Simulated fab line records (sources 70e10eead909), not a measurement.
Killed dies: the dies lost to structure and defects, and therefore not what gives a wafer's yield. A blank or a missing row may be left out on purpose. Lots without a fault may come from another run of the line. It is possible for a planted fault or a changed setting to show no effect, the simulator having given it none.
Struck lot and sound lot, side by side :: flow nand-harc :: 15 out of 1302 route steps
Sound: wafers L198.1, L198.3, L198.6. Struck: wafer L188.3 (L188.1, L188.6, from the same lot, were not struck and are left out); the cause is given at the end.
Each step with rows lists, per side, the tool, then ch with its chambers, then its first start. Under that, the readings that differ: sound wafers :: struck wafers :: difference of the means :: sigmas: that difference in standard deviations of wafers without a fault.
alike: a reading whose means differ by less than 2 such deviations, as well as words and numbers matching on both sides. not compared: withheld readings; readings where some wafer has no value; bounds like >300 that might hide an equal value; numbers whose values overlap and for which the record gives no deviation.
The two part at a step that has a row with sigmas, a row that says differs or no value, or rows on one side only. Numbers that have no deviation but don't overlap get no sigmas and don't part them. A reading missing from all wafers of one side parts the sides only when that side holds two or more wafers.

first, 3 steps without rows for these wafers: NHARC_A_CHANNEL_HOLE_D1_STRIP_41 (strips in N2/H2); NHARC_A_CHANNEL_HOLE_D1_STRIP_42 (strips in CF4/CHF3); NHARC_A_CHANNEL_HOLE_D1_STRIP_43 (strips in O2/COS).
NHARC_A_CHANNEL_HOLE_D1_ETCH_44: etches the open film in CF4/O2, target depth 140 nm, overetch 14 nm, time 77 s.
  sound on rie-diel-02 ch 1,2, day 14 16:52; struck on rie-diel-07 ch 1, day 10 04:58
  alike: drypump-motor-current-A, o2-flow-sccm, oes-product-au, rf-vpp-V, showerhead-plenum-p-Torr, throttle-valve-pct
  not compared: rf-hours-counter-h
NHARC_A_CHANNEL_HOLE_D1_STRIP_27: strips in O2.
  sound on rie-diel-02 ch 1,2,3; struck on rie-diel-07 ch 1
  alike: drypump-motor-current-A, o2-flow-sccm, oes-product-au, rf-vpp-V, showerhead-plenum-p-Torr, throttle-valve-pct
  not compared: rf-hours-counter-h
then, 2 steps without rows for these wafers: NHARC_A_CHANNEL_HOLE_D1_PRECLEAN_28 (cleans in SC1); NHARC_A_CHANNEL_HOLE_D1_SRD_29.
NHARC_A_CHANNEL_HOLE_D1_CD_MEAS_30:
  sound on cd-sem-01 at day 14 17:40; struck on cd-sem-03 at day 10 05:46
  alike: cd-nm
NHARC_A_CHANNEL_HOLE_D1_XSEM_31:
  sound on xsem-01 ch 0, day 14 17:45; struck on xsem-01 ch 0, day 10 05:50
  alike: bot-cd-nm, bow-nm, tilt-deg
NHARC_A_CHANNEL_HOLE_D1_INSPECT_40:
  sound on defect-inspect-02 at day 14 17:51; struck on defect-inspect-01 at day 10 05:56
  alike: raw-defect-count
then, 2 steps without rows for these wafers: NHARC_A_CHANNEL_FILL_D1_PRECLEAN_00 (cleans in SC1); NHARC_A_CHANNEL_FILL_D1_SRD_01.
NHARC_A_CHANNEL_FILL_D1_ALD_02: deposits SiO2, target thk 6 nm, pulse time 10 s, ald cycles 60.
  sound on ald-hk-02 ch 0,1,3, day 14 18:02; struck on ald-hk-02 ch 3, day 10 06:08
reading: ald-cycles
sound: 60 60 60
struck: 47
difference: -13
sigmas: 
  alike: heater-power-w, precursor-pulse-height-rel
NHARC_A_CHANNEL_FILL_D1_ALD_03: deposits SiNx, target thk 6 nm, pulse time 60 s, ald cycles 58.
  sound on ald-sin-batch-01 ch 0; struck on ald-sin-batch-03 ch 0
reading: precursor-pulse-height-rel
sound: 1.005 0.976 1.006
struck: 1.037
difference: +0.041
sigmas: +2
  not compared: ald-cycles
then, 1 step without rows for these wafers: NHARC_END_SORT_01.

== WHERE THEY PART ==
At NHARC_A_CHANNEL_FILL_D1_ALD_03 and nowhere else, as far as this record goes.

WHY: what the simulator had put in
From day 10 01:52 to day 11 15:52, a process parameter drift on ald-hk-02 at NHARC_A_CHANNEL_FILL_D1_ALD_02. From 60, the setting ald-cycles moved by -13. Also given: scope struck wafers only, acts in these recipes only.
